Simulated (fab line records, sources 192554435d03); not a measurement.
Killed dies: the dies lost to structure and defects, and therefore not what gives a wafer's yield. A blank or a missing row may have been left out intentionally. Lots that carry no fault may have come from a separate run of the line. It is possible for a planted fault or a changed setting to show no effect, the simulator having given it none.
fab line records | flow n5-finfet
record: lots: 10 | wafers: 28 | last-day: 18
route steps=1938 shown BEOL_M4@1111 MIM_TOP@1836 MIM_BOT_ETCH@1869 TV_OPEN@1890 PASSIVATION@1936
lots that met no fault: from a run of the same line without faults
start-h: start of the lot's first displayed wafer, in hours after the record's first day | wait-h: hours elapsed since this lot's preceding step | " the same as in the row above | L1.1+2: a single row standing in for several wafers | - value missing, or start not given | * or withheld: withheld | < > ~ a bound
route shown NAME@n: names a module that has steps shown in the file, with the first one's number in the route | usual: mean and standard deviation over wafers with no fault | same: alike in all rows | chamber/n: place in a boat | sites: the reading at each site | _std_site: standard deviation of those values | _edge_site: the outer-site mean with the inner-site mean subtracted | radius-mm: for every site, how far away it sits from the centre of the wafer | mask NAME#n: copy n | behind: the tool/chamber that last shaped the wafer | hold: why the lot was held/for how many hours/how that ended | device: whichever transistor did not switch (one of n, p or np) | end of line: the route-end tests of the same wafers | a step given without rows: its recipe and nothing more | killed: dies that structure and defects cost at the first sort, which is not the same as the wafer's yield | map: dies across one wafer; x = killed, . = not, _ = none there
set.NAME: the setting the step ran with; set.NAME@STEP: the setting that earlier step ran with | model.NAME: the simulator's own value behind a step, which no gauge read
steps of the route over a sample of lots; a table a step, a row a wafer
services: a tool's chamber out of use, with start hour (start-h, from the record's first day; less than 0 if before it), hours out, and reason
== steps ==
step: N5_BEOL_M4_RC_MEAS_101
usual: DIBL_N: 37.2/2.1 | DIBL_P: 37.3/2.3 | IOFF_N: 0.18/0.041 | IOFF_P: 0.24/0.042 | ION_N: 680/13 | ION_P: 466/7.7 | SS_N: 71.8/0.68 | SS_P: 73.5/0.66 | VT_N: 249/3.6 | VT_P: -248/3.4
lot.wafer | tool      | chamber | start-h | wait-h | DIBL_N[mV/V] | DIBL_P[mV/V] | IOFF_N[nA/um] | IOFF_P[nA/um] | ION_N[uA/um] | ION_P[uA/um] | SS_N[mV/dec] | SS_P[mV/dec] | VT_N[mV] | VT_P[mV]
L808.2    | prober-01 | 0       | 182.10  | 0.2    | 38.8         | 39.0         | 0.22          | 0.26          | 688          | 462          | 72.4         | 73.5         | 248      | -249
L808.5    | "         | 0       | "       | "      | 37.1         | 37.3         | 0.19          | 0.22          | 686          | 463          | 72.2         | 73.2         | 247      | -251
L808.6    | "         | 0       | "       | "      | 38.4         | 38.6         | 0.21          | 0.25          | 702          | 467          | 72.2         | 73.4         | 245      | -248
L809.1    | prober-01 | 0       | 193.23  | 0.0    | 39.2         | 39.5         | 0.23          | 0.27          | 705          | 473          | 71.8         | 74.0         | 243      | -247
L809.5    | "         | 0       | "       | "      | 38.1         | 37.7         | 0.19          | 0.23          | 689          | 468          | 72.9         | 73.8         | 248      | -252
L809.6    | "         | 0       | "       | "      | 39.9         | 41.7         | 0.27          | 0.32          | 712          | 482          | 72.1         | 74.1         | 242      | -243
L810.1    | prober-02 | 0       | 202.25  | 0.0    | 37.4         | 34.9         | 0.14          | 0.19          | 667          | 458          | 71.9         | 73.1         | 251      | -251
L810.3    | "         | 0       | "       | "      | 38.0         | 36.7         | 0.16          | 0.21          | 666          | 458          | 71.9         | 73.1         | 249      | -251
L810.6    | "         | 0       | "       | "      | 35.2         | 31.8         | 0.11          | 0.15          | 652          | 450          | 70.9         | 71.9         | 257      | -256
L812.3    | prober-02 | 0       | 210.05  | 0.3    | 34.4         | 33.7         | 0.13          | 0.19          | 676          | 468          | 71.2         | 73.0         | 254      | -252
L812.4    | "         | 0       | "       | "      | 35.4         | 35.4         | 0.14          | 0.21          | 668          | 460          | 71.7         | 72.4         | 252      | -248
L812.5    | "         | 0       | "       | "      | 35.9         | 35.8         | 0.15          | 0.22          | 673          | 464          | 71.1         | 73.9         | 248      | -246
L815.3    | prober-02 | 0       | 228.33  | 0.3    | 35.3         | 36.0         | 0.16          | 0.26          | 686          | 475          | 72.0         | 73.8         | 249      | -244
L815.5    | "         | 0       | "       | "      | 33.3         | 34.3         | 0.13          | 0.22          | 670          | 473          | 70.9         | 73.4         | 250      | -246
L815.6    | "         | 0       | "       | "      | 36.0         | 36.6         | 0.18          | 0.28          | 686          | 477          | 71.9         | 73.5         | 249      | -240
L817.3    | prober-01 | 0       | 229.52  | 0.5    | 42.0         | 39.8         | 0.26          | 0.28          | 686          | 462          | 72.7         | 74.2         | 242      | -247
L817.4    | "         | 0       | "       | "      | 39.3         | 37.0         | 0.19          | 0.23          | 676          | 457          | 72.1         | 74.4         | 249      | -248
L817.5    | "         | 0       | "       | "      | 40.1         | 38.6         | 0.23          | 0.26          | 709          | 480          | 72.5         | 74.3         | 243      | -243
L825.5    | prober-01 | 0       | 308.98  | 1.0    | 39.4         | 38.5         | 0.18          | 0.23          | 673          | 456          | 72.3         | 74.2         | 254      | -252
L825.6    | "         | 0       | "       | "      | 35.9         | 35.1         | 0.13          | 0.18          | 668          | 458          | 70.6         | 73.4         | 256      | -254
L826.2    | prober-02 | 0       | 313.11  | 0.2    | 38.3         | 36.8         | 0.17          | 0.22          | 676          | 462          | 71.4         | 73.8         | 248      | -248
L826.3    | "         | 0       | "       | "      | 37.0         | 34.8         | 0.15          | 0.20          | 687          | 465          | 71.8         | 72.7         | 250      | -249
L826.6    | "         | 0       | "       | "      | 36.4         | 35.6         | 0.15          | 0.21          | 677          | 474          | 71.5         | 73.0         | 250      | -249
L824.4    | prober-01 | 0       | 316.76  | 0.5    | 36.4         | 38.7         | 0.18          | 0.25          | 686          | 472          | 72.6         | 73.6         | 246      | -246
L824.5    | "         | 0       | "       | "      | 36.9         | 39.7         | 0.18          | 0.26          | 690          | 480          | 72.1         | 73.6         | 247      | -245
L824.6    | "         | 0       | "       | "      | 35.1         | 37.1         | 0.15          | 0.23          | 674          | 469          | 72.0         | 73.0         | 250      | -249
L827.2    | prober-02 | 0       | 333.30  | 0.2    | 35.5         | 36.1         | 0.15          | 0.19          | 678          | 459          | 71.7         | 73.9         | 251      | -252
L827.4    | "         | 0       | "       | "      | 38.1         | 39.4         | 0.23          | 0.26          | 704          | 473          | 72.0         | 74.4         | 242      | -248
step: N5_MIM_TOP_ALD_02
recipe: material: Al2O3 | target-thk-a: * | temp-c: withheld | ald-precursor-family: TMA | ald-co-reactant: O3 | pulse-time-s: withheld | purge-time-s: 3 | co-reactant-purge-time-s: withheld | co-reactant-pulse-time-s: 3 | ald-cycles: withheld
usual: precursor-pulse-height-rel: 1.000/0.018
lot.wafer | tool      | chamber | start-h | wait-h | precursor-pulse-height-rel
L809.1    | ald-hk-03 | 2       | -       | -      | 0.977
L809.5    | "         | 2       | "       | "      | 0.995
L809.6    | "         | 3       | "       | "      | 0.988
L808.2    | ald-hk-03 | 3       | -       | -      | 0.993
L808.5    | "         | 3       | "       | "      | 1.019
L808.6    | "         | 2       | "       | "      | 0.988
L810.1    | ald-hk-03 | 1       | -       | -      | 1.014
L810.3    | "         | 3       | "       | "      | 1.006
L810.6    | "         | 1       | "       | "      | 0.998
L812.3    | ald-hk-01 | 2       | -       | -      | 1.008
L812.4    | "         | 0       | "       | "      | 1.002
L812.5    | "         | 3       | "       | "      | 1.005
L815.3    | ald-hk-01 | 0       | -       | -      | 1.008
L815.5    | "         | 3       | "       | "      | 0.981
L815.6    | "         | 2       | "       | "      | 1.004
L817.3    | ald-hk-02 | 1       | -       | -      | 1.036
L817.4    | "         | 2       | "       | "      | 0.987
L817.5    | "         | 2       | "       | "      | 1.031
L826.2    | ald-hk-03 | 2       | -       | -      | 0.975
L826.3    | "         | 3       | "       | "      | 1.004
L826.6    | "         | 0       | "       | "      | 0.993
L825.5    | ald-hk-03 | 2       | -       | -      | 0.978
L825.6    | "         | 1       | "       | "      | 1.001
L824.4    | ald-hk-02 | 1       | -       | -      | 0.967
L824.5    | "         | 1       | "       | "      | 0.999
L824.6    | "         | 2       | "       | "      | 1.002
L827.2    | ald-hk-02 | 2       | -       | -      | 1.018
L827.4    | "         | 1       | "       | "      | 0.976
step: N5_MIM_TOP_SPUTTER_03
recipe: material: TiN | target-thk-a: 350 | temp-c: 200 | power-w: 3000 | chamber-pressure-pa: 0.49996 | gas: Ar | reactive-partial-pa: 0.37997 | time-s: 89.7
usual: throttle-valve-pct: 30.5/1.1
lot.wafer | tool           | chamber | start-h | wait-h | throttle-valve-pct
L809.1    | pvd-sputter-02 | -       | 297.25  | 0.0    | 29.0
L809.5    | "              | -       | "       | "      | 29.7
L809.6    | "              | -       | "       | "      | 29.6
L808.2    | pvd-sputter-03 | -       | 306.84  | 0.0    | 29.4
L808.5    | "              | -       | "       | "      | 30.5
L808.6    | "              | -       | "       | "      | 31.3
L810.1    | pvd-sputter-01 | -       | 309.49  | 0.0    | 31.1
L810.3    | "              | -       | "       | "      | 31.3
L810.6    | "              | -       | "       | "      | 31.2
L812.3    | pvd-sputter-02 | -       | 313.90  | 0.0    | 29.4
L812.4    | "              | -       | "       | "      | 29.4
L812.5    | "              | -       | "       | "      | 29.1
L815.3    | pvd-sputter-01 | -       | 324.48  | 0.0    | 31.2
L815.5    | "              | -       | "       | "      | 31.2
L815.6    | "              | -       | "       | "      | 31.4
L817.3    | pvd-sputter-01 | -       | 332.54  | 0.0    | 31.3
L817.4    | "              | -       | "       | "      | 31.0
L817.5    | "              | -       | "       | "      | 29.9
L826.2    | pvd-sputter-01 | -       | 403.69  | 0.0    | 31.3
L826.3    | "              | -       | "       | "      | 31.1
L826.6    | "              | -       | "       | "      | 31.2
L825.5    | pvd-sputter-01 | -       | 411.68  | 0.0    | 31.2
L825.6    | "              | -       | "       | "      | 30.2
L824.4    | pvd-sputter-03 | -       | 412.86  | 0.0    | 30.4
L824.5    | "              | -       | "       | "      | 32.6
L824.6    | "              | -       | "       | "      | 30.9
L827.2    | pvd-sputter-01 | -       | 428.63  | 0.0    | 31.0
L827.4    | "              | -       | "       | "      | 30.9
step: N5_MIM_BOT_ETCH_STRIP_01
recipe: chemistry: O2 | power-w: 600 | temp-c: 60 | pressure-mtorr: 30 | rf-frequency-hz: 6e+07 | bias-power-w: 0 | overash-fraction: 0.5 | o2-flow-sccm: 225
usual: drypump-motor-current-A: 5.6/0.47 | oes-product-au: 0.80/0.078 | rf-vpp-V: 3.5/1.3 | showerhead-plenum-p-Torr: 2.11/0.081 | throttle-valve-pct: 16.68/0.24
lot.wafer | tool        | chamber | start-h | wait-h | drypump-motor-current-A | oes-product-au | rf-hours-counter-h | rf-vpp-V | showerhead-plenum-p-Torr | throttle-valve-pct
L809.1    | rie-diel-05 | 3       | 299.82  | 0.5    | 5.6                     | 0.91           | 12                 | 3.5      | 2.15                     | 16.63
L809.5    | "           | 3       | "       | "      | 5.6                     | 0.92           | -                  | 5.1      | 2.15                     | 16.61
L809.6    | "           | 2       | "       | "      | 5.2                     | 0.87           | -                  | 4.7      | 2.21                     | 16.26
L808.2    | rie-diel-05 | 2       | 308.65  | 0.1    | 5.2                     | 0.88           | 54                 | 3.4      | 2.21                     | 16.27
L808.5    | "           | 0       | "       | "      | 6.5                     | 0.71           | -                  | 1.6      | 1.98                     | 16.75
L808.6    | "           | 1       | "       | "      | 5.1                     | 0.88           | -                  | 5.8      | 2.15                     | 16.76
L810.1    | rie-diel-06 | 2       | 311.34  | 0.1    | 4.9                     | 0.92           | 27                 | 3.3      | 2.07                     | 16.13
L810.3    | "           | 1       | "       | "      | 5.8                     | 0.74           | 185                | 1.7      | 2.00                     | 16.77
L810.6    | "           | 2       | "       | "      | 5.0                     | 0.94           | -                  | 4.7      | 2.07                     | 16.16
L812.3    | rie-diel-05 | 1       | 315.86  | 0.1    | 5.2                     | 0.89           | 44                 | 3.3      | 2.15                     | 16.79
L812.4    | "           | 3       | "       | "      | 5.6                     | 0.90           | -                  | 3.8      | 2.14                     | 16.62
L812.5    | "           | 0       | "       | "      | 6.5                     | 0.72           | -                  | 2.8      | 1.98                     | 16.71
L815.3    | rie-diel-04 | 2       | 326.44  | 0.1    | 5.8                     | 0.74           | 135                | 2.4      | 2.11                     | 16.84
L815.5    | "           | 3       | "       | "      | 5.8                     | 0.73           | -                  | 3.2      | 1.98                     | 16.94
L815.6    | "           | 2       | "       | "      | 5.8                     | 0.76           | -                  | 0.8      | 2.11                     | 16.85
L817.3    | rie-diel-04 | 3       | 334.50  | 0.1    | 5.8                     | 0.73           | 213                | 4.5      | 1.98                     | 16.93
L817.4    | "           | 2       | "       | "      | 5.8                     | 0.75           | 139                | 5.0      | 2.11                     | 16.89
L817.5    | "           | 3       | "       | "      | 5.8                     | 0.73           | -                  | 3.8      | 1.98                     | 16.91
L826.2    | rie-diel-05 | 2       | 405.38  | 0.2    | 5.2                     | 0.83           | 84                 | 2.4      | 2.20                     | 16.33
L826.3    | "           | 0       | "       | "      | 6.5                     | 0.69           | 250                | 1.6      | 1.97                     | 16.82
L826.6    | "           | 1       | "       | "      | 5.1                     | 0.85           | -                  | 2.5      | 2.14                     | 16.83
L825.5    | rie-diel-06 | 3       | 413.62  | 0.2    | 6.0                     | 0.72           | -                  | 3.5      | 2.19                     | 17.00
L825.6    | "           | 0       | "       | "      | 5.8                     | 0.81           | -                  | 3.2      | 2.19                     | 16.70
L824.4    | rie-diel-05 | 3       | 415.03  | 0.1    | 5.6                     | 0.84           | -                  | 4.6      | 2.13                     | 16.67
L824.5    | "           | 1       | "       | "      | 5.2                     | 0.83           | -                  | 7.4      | 2.13                     | 16.90
L824.6    | "           | 2       | "       | "      | 5.2                     | 0.84           | -                  | 3.9      | 2.20                     | 16.36
L827.2    | rie-diel-05 | 3       | 430.83  | 0.1    | 5.5                     | 0.83           | 58                 | 2.3      | 2.13                     | 16.71
L827.4    | "           | 2       | "       | "      | 5.2                     | 0.83           | -                  | 1.5      | 2.19                     | 16.36
step: N5_PASSIVATION_ETCH_15
recipe: chemistry: CF4/N2 | target: SiCN | target-depth-a: 750 | taper-deg: 2 | time-s: 81.2 | ion-energy-ev: 150 | mask-material: SiNx | pressure-mtorr: 40 | source-w: 430 | bias-w: 70 | Ar_flow_sccm: 100 | cf4-flow-sccm: 60 | n2-flow-sccm: 60
usual: drypump-motor-current-A: 5.9/0.48 | oes-product-au: 0.83/0.079 | rf-vpp-V: 382.3/2.1 | showerhead-plenum-p-Torr: 2.21/0.081 | throttle-valve-pct: 15.32/0.23
lot.wafer | tool        | chamber | start-h | wait-h | drypump-motor-current-A | oes-product-au | rf-hours-counter-h | rf-vpp-V | showerhead-plenum-p-Torr | throttle-valve-pct
L809.1    | rie-diel-01 | 3       | -       | -      | 5.4                     | 0.89           | 33                 | 381.3    | 2.16                     | 15.03
L809.5    | "           | 0       | "       | "      | 6.5                     | 0.78           | -                  | 384.0    | 2.20                     | 15.29
L809.6    | "           | 3       | "       | "      | 5.4                     | 0.89           | -                  | 380.5    | 2.16                     | 15.04
L808.2    | rie-diel-02 | 0       | -       | -      | 5.6                     | 0.87           | 50                 | 381.0    | 2.15                     | 15.25
L808.5    | "           | 0       | "       | "      | 5.6                     | 0.86           | -                  | 380.1    | 2.15                     | 15.24
L808.6    | "           | 1       | "       | "      | 5.2                     | 0.68           | -                  | 378.2    | 2.10                     | 15.87
L810.1    | rie-diel-02 | 0       | -       | -      | 5.6                     | 0.87           | 50                 | 381.8    | 2.15                     | 15.25
L810.3    | "           | 1       | "       | "      | 5.2                     | 0.68           | 252                | 378.4    | 2.10                     | 15.89
L810.6    | "           | 2       | "       | "      | 6.4                     | 0.88           | -                  | 380.9    | 2.15                     | 15.44
L812.3    | rie-diel-01 | 0       | -       | -      | 6.4                     | 0.78           | 148                | 381.0    | 2.20                     | 15.31
L812.4    | "           | 2       | "       | "      | 5.7                     | 0.80           | 80                 | 383.7    | 2.23                     | 15.36
L812.5    | "           | 0       | "       | "      | 6.5                     | 0.78           | -                  | 383.4    | 2.20                     | 15.30
L815.3    | rie-diel-02 | 3       | -       | -      | 6.2                     | 0.97           | 3                  | 386.6    | 2.36                     | 15.18
L815.5    | "           | 0       | "       | "      | 5.6                     | 0.86           | -                  | 379.7    | 2.15                     | 15.26
L815.6    | "           | 2       | "       | "      | 6.4                     | 0.88           | -                  | 380.5    | 2.15                     | 15.44
L817.3    | rie-diel-01 | 1       | -       | -      | 5.8                     | 0.85           | 83                 | 385.9    | 2.32                     | 14.96
L817.4    | "           | 3       | "       | "      | 5.4                     | 0.87           | -                  | 380.7    | 2.16                     | 15.06
L817.5    | "           | 1       | "       | "      | 5.8                     | 0.85           | -                  | 384.4    | 2.32                     | 14.95
L826.2    | rie-diel-03 | 0       | -       | -      | 4.9                     | 0.71           | 205                | 381.1    | 2.19                     | 15.30
L826.3    | "           | 1       | "       | "      | 6.1                     | 0.67           | 238                | 383.1    | 2.26                     | 16.00
L826.6    | "           | 3       | "       | "      | 6.6                     | 0.81           | -                  | 383.9    | 2.23                     | 15.28
L825.5    | rie-diel-02 | 2       | -       | -      | 6.4                     | 0.83           | -                  | 381.6    | 2.14                     | 15.53
L825.6    | "           | 1       | "       | "      | 5.2                     | 0.94           | -                  | 386.7    | 2.36                     | 15.39
L824.4    | rie-diel-01 | 3       | -       | -      | 5.4                     | 0.83           | -                  | 379.4    | 2.15                     | 15.10
L824.5    | "           | 2       | "       | "      | 5.7                     | 0.78           | -                  | 383.3    | 2.23                     | 15.39
L824.6    | "           | 0       | "       | "      | 6.5                     | 0.74           | -                  | 382.0    | 2.19                     | 15.34
L827.2    | rie-diel-02 | 2       | -       | -      | 6.4                     | 0.83           | 77                 | 382.4    | 2.14                     | 15.53
L827.4    | "           | 0       | "       | "      | 5.6                     | 0.82           | 90                 | 381.2    | 2.13                     | 15.34
step: N5_PASSIVATION_PROBE_49
usual: defect-limited-yield: 91.0/1.6 | killed_at_M0_to_M3: 35/11 | killed_at_M4_up: 14/5.3 | killed-at-contacts: 13/6.7 | killed-at-front-end: 41/12 | killed-at-other: 3.9/2.7 | killed-dies: 106/19 | killed-open: 70/14 | killed-short: 35/8.8 | sort_bin_4_leakage: 0.01/0.058 | sort_bin_5_function: 5.3/1 | sort_bin_6_memory: 3.3/0.81 | sort-n-pass: 1073/19 | sort-yield-pct: 91.0/1.6
same: gross-dies: 1180 | killed-at-back-side: 0 | sort_bin_8_speed[%]: 0
lot.wafer | tool      | chamber | start-h | wait-h | defect-limited-yield[%] | killed_at_M0_to_M3 | killed_at_M4_up | killed-at-contacts | killed-at-front-end | killed-at-other | killed-dies | killed-open | killed-short | sort_bin_4_leakage[%] | sort_bin_5_function[%] | sort_bin_6_memory[%] | sort-n-pass | sort-yield-pct[%]
L826.2    | prober-01 | -       | 413.35  | 0.1    | 89.3                    | 27                 | 15              | 32                 | 44                  | 8               | 126         | 91          | 33           | 0                     | 6.6                    | 3.6                  | 1054        | 89.3
L826.3    | prober-01 | -       | 413.40  | 0.1    | 93.1                    | 18                 | 13              | 12                 | 36                  | 3               | 82          | 53          | 29           | 0                     | 3.9                    | 2.9                  | 1098        | 93.1
L826.6    | prober-01 | -       | 413.55  | 0.3    | 43.1                    | 42                 | 19              | 5                  | 33                  | 572             | 671         | 75          | 23           | 0                     | 5.6                    | 2.5                  | 509         | 43.1
L825.5    | prober-01 | -       | 422.98  | 0.2    | 90.7                    | 40                 | 11              | 5                  | 52                  | 2               | 110         | 77          | 33           | 0                     | 5.3                    | 3.6                  | 1070        | 90.7
L825.6    | prober-01 | -       | 423.03  | 0.3    | 41.8                    | 55                 | 11              | 4                  | 27                  | 590             | 687         | 73          | 29           | 0                     | 5.3                    | 3.0                  | 493         | 41.8
L827.2    | prober-01 | -       | 442.37  | 0.1    | 91.8                    | 33                 | 18              | 8                  | 34                  | 4               | 97          | 63          | 33           | 0                     | 4.8                    | 3.3                  | 1083        | 91.8
L827.4    | prober-01 | -       | 442.47  | 0.2    | 41.4                    | 44                 | 18              | 20                 | 48                  | 561             | 691         | 89          | 40           | 0                     | 6.7                    | 4.2                  | 489         | 41.4
killed by level:class
L826.2 MOL_CONTACT_COAG:geometric-particle:open=25 BEOL_M1:geometric-particle:open=13 STI_FIN_REVEAL:geometric-particle:open=8 DUMMY_GATE:geometric-particle:open=7 MOL_CONTACT_COAG:geometric-particle:short=7 FIN_SAQP:geometric-particle:open=6 BEOL_M2:geometric-particle:open=5 BEOL_M4:geometric-particle:open=5
L826.3 FIN_SAQP:geometric-particle:open=10 MOL_CONTACT_COAG:geometric-particle:open=9 BEOL_M1:geometric-particle:open=8 FIN_SAQP:geometric-particle:short=6 BEOL_M4:geometric-particle:open=5 BEOL_M3:geometric-particle:open=5 GATE_CUT:geometric-particle:short=4 MOL_CONTACT_COAG:geometric-particle:short=3
L826.6 MIM_TOP:area-sputter=571 BEOL_M1:geometric-particle:open=25 FIN_SAQP:geometric-particle:open=7 BEOL_M4:geometric-particle:open=6 DUMMY_GATE:geometric-particle:open=5 MOL_CONTACT_COAG:geometric-particle:open=4 BEOL_M5:geometric-particle:open=4 BEOL_M7:geometric-particle:open=4
L825.5 STI_FIN_REVEAL:geometric-particle:open=16 BEOL_M0_SAQP:geometric-particle:open=11 BEOL_M0_SAQP:geometric-particle:short=10 BEOL_M2:geometric-particle:open=9 GATE_CUT:geometric-particle:short=7 DUMMY_GATE:geometric-particle:short=5 DUMMY_GATE:geometric-particle:open=5 BEOL_M3:geometric-particle:open=5
L825.6 MIM_TOP:area-sputter=585 BEOL_M2:geometric-particle:open=18 STI_FIN_REVEAL:geometric-particle:open=10 BEOL_M1:geometric-particle:open=8 BEOL_M0_SAQP:geometric-particle:short=6 BEOL_M0_SAQP:geometric-particle:open=5 BEOL_M1:geometric-particle:short=5 DUMMY_GATE:geometric-particle:open=4
L827.2 BEOL_M1:geometric-particle:open=11 BEOL_M4:geometric-particle:open=11 FIN_SAQP:geometric-particle:short=7 BEOL_M3:geometric-particle:open=7 BEOL_M2:geometric-particle:open=6 DUMMY_GATE:geometric-particle:open=5 MOL_CONTACT_COAG:geometric-particle:short=5 FIN_SAQP:geometric-particle:open=4
L827.4 MIM_TOP:area-sputter=556 STI_FIN_REVEAL:geometric-particle:open=13 MOL_CONTACT_COAG:geometric-particle:open=11 BEOL_M1:geometric-particle:open=10 BEOL_M3:geometric-particle:open=10 BEOL_M4:geometric-particle:open=10 FIN_SAQP:geometric-particle:open=9 MOL_CONTACT_COAG:geometric-particle:short=8
== services ==
tool           | chamber | start-h | hours | kind
rie-diel-04    | 3       | 270.27  | 1.4   | repair
rie-diel-02    | 0       | 275.91  | 6.9   | repair
rie-diel-05    | 1       | 276.52  | 6.8   | repair
rie-diel-01    | 2       | 285.53  | 14.8  | repair
pvd-sputter-03 | -       | 294.50  | 0.8   | repair
rie-diel-05    | 2       | 314.84  | 9.9   | repair
rie-diel-04    | -       | 349.59  | 0.2   | repair
rie-diel-04    | 1       | 363.68  | 6.5   | repair
pvd-sputter-03 | -       | 376.74  | 2.5   | repair
rie-diel-05    | 3       | 386.33  | 11.0  | repair
rie-diel-06    | 3       | 389.38  | 10.4  | repair
pvd-sputter-01 | -       | 396.40  | 1.4   | repair
rie-diel-01    | -       | 402.47  | 2.1   | repair
rie-diel-05    | 0       | 407.05  | -     | clean
rie-diel-05    | 0       | 407.05  | -     | consumable-replace:esc
rie-diel-05    | 0       | 407.05  | -     | consumable-replace:focus-ring
pvd-sputter-02 | -       | 410.52  | 0.9   | repair
pvd-sputter-02 | -       | 415.84  | 1.9   | repair
rie-diel-01    | 1       | 416.10  | 2.8   | repair
pvd-sputter-01 | -       | 421.49  | 1.7   | repair
rie-diel-04    | -       | 424.54  | 2.8   | pm
ald-hk-02      | -       | 425.18  | 2.8   | pm
rie-diel-03    | 2       | 426.90  | 1.4   | repair
pvd-sputter-03 | -       | 432.98  | 1.1   | repair
== key ==
first-sign: step: N5_PASSIVATION_PROBE_49 | reading: killed-at-other | direction: up | sigmas: 99+ | usual: 3.9 | struck: 574.3
effect: step: N5_PASSIVATION_PROBE_49 | reading: sort-n-pass | direction: down | sigmas: 30 | usual: 1073 | struck: 497
more-kills-born-at: N5_MIM_TOP_SPUTTER_03@pvd-sputter-01: 1712
met-at N5_MIM_TOP_SPUTTER_03
struck-lots L825,L826,L827
struck-wafers L825.6,L826.6,L827.4
not-acting-at N5_MIM_TOP_ALD_02,N5_MIM_BOT_ETCH_STRIP_01,N5_PASSIVATION_ETCH_15
onset-between 332.54 403.69
fault: kind: process-parameter-drift | tool: pvd-sputter-01 | chamber: - | onset-h: 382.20 | steps: N5_MIM_TOP_SPUTTER_03 | channel: time-s | offset: * | shape: step | end-h: 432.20 | scope: struck-wafers-only | acts-in: * | stated: *
